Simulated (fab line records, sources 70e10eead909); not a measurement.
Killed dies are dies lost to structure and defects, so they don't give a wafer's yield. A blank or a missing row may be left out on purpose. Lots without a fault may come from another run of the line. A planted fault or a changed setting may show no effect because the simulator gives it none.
A struck lot beside a sound one | flow nand_harc | 13 steps out of a route of 1302
Sound: wafers L863.1, L863.3, L863.5. Struck: wafers L880.3, L880.4, L880.5. The cause comes at the end.
At each step with rows: each side's tool, then ch and its chambers, then its first start. Under that, the readings that differ: sound wafers | struck wafers | difference of the means | sigmas: that difference in standard deviations of wafers without a fault.
alike: readings whose means differ by less than 2 such deviations, and words and numbers that are the same on both sides. not compared: withheld readings, readings that some wafer has no value for, bounds like >300 that may hide the same value, and numbers for which the record gives no deviation and whose values overlap.
The two part at a step that has a row with sigmas, a row that says differs or no value, or rows on one side only. Numbers that don't overlap but have no deviation are shown without sigmas and don't part them. A reading that every wafer of one side lacks parts them only if that side has two wafers or more.

first, 1 step without rows for these wafers: NHARC_A_CONTACT_STRIP_27 (strips in post etch residue remover, time 600 s).
NHARC_A_CONTACT_ALD_18: deposits TiN, target thk 3 nm, pulse time 1 s, ald cycles 150.
  sound on ald_metal-01 ch 0,2,3, day 24 08:53; struck on ald_metal-04 ch 1,3, day 32 01:56
  alike: heater_power_w, precursor_pulse_height_rel
NHARC_A_CONTACT_CVD_19: deposits W, target thk 300 nm, time 802 s.
  sound on cvd_w-02 ch 0,1; struck on cvd_w-01 ch 0,1
  alike: heater_power_w, throttle_valve_pct
NHARC_A_CONTACT_CMP_20: polishes, t overpolish 30 s, target thk 300 nm.
  sound on cmp-04 ch 1,3, day 24 10:04; struck on cmp-02 ch 0,3, day 32 03:01
  alike: motor_current_A, overpolish_run_s, time_to_endpoint_s
then, 1 step without rows for these wafers: NHARC_A_CONTACT_SRD_22.
NHARC_A_CONTACT_INSPECT_23:
  sound on defect_inspect-02, day 24 10:26; struck on defect_inspect-02, day 32 03:25
  alike: raw_defect_count
then, 5 steps without rows for these wafers: NHARC_A_BLC_DEHYDRATE_00 (time 120 s); NHARC_A_BLC_HMDS_01 (time 30 s); NHARC_A_BLC_COAT_02 (time 75 s); NHARC_A_BLC_COAT_03 (time 65 s); NHARC_A_BLC_COAT_04 (resist thk 90 nm).
NHARC_A_BLC_SOFTBAKE_05: time 55 s.
  sound on litho_track-01 ch 0, day 24 10:00; struck on litho_track-01 ch 0, day 32 03:00
  reading                  | sound                | struck               | difference | sigmas
  heater_power_total_W (W) | 188.48 188.33 188.35 | 203.97 204.27 204.18 | +15.75     | +99 or more
  alike: resist_line_temp_C
then, 1 step without rows for these wafers: NHARC_A_BLC_EBR_06.

WHERE THEY PART
Only at NHARC_A_BLC_SOFTBAKE_05, within this record.

WHY: what the simulator had put in
Process parameter drift: litho_track-01, from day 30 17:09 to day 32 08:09, at NHARC_A_BLC_SOFTBAKE_05. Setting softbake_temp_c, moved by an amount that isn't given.
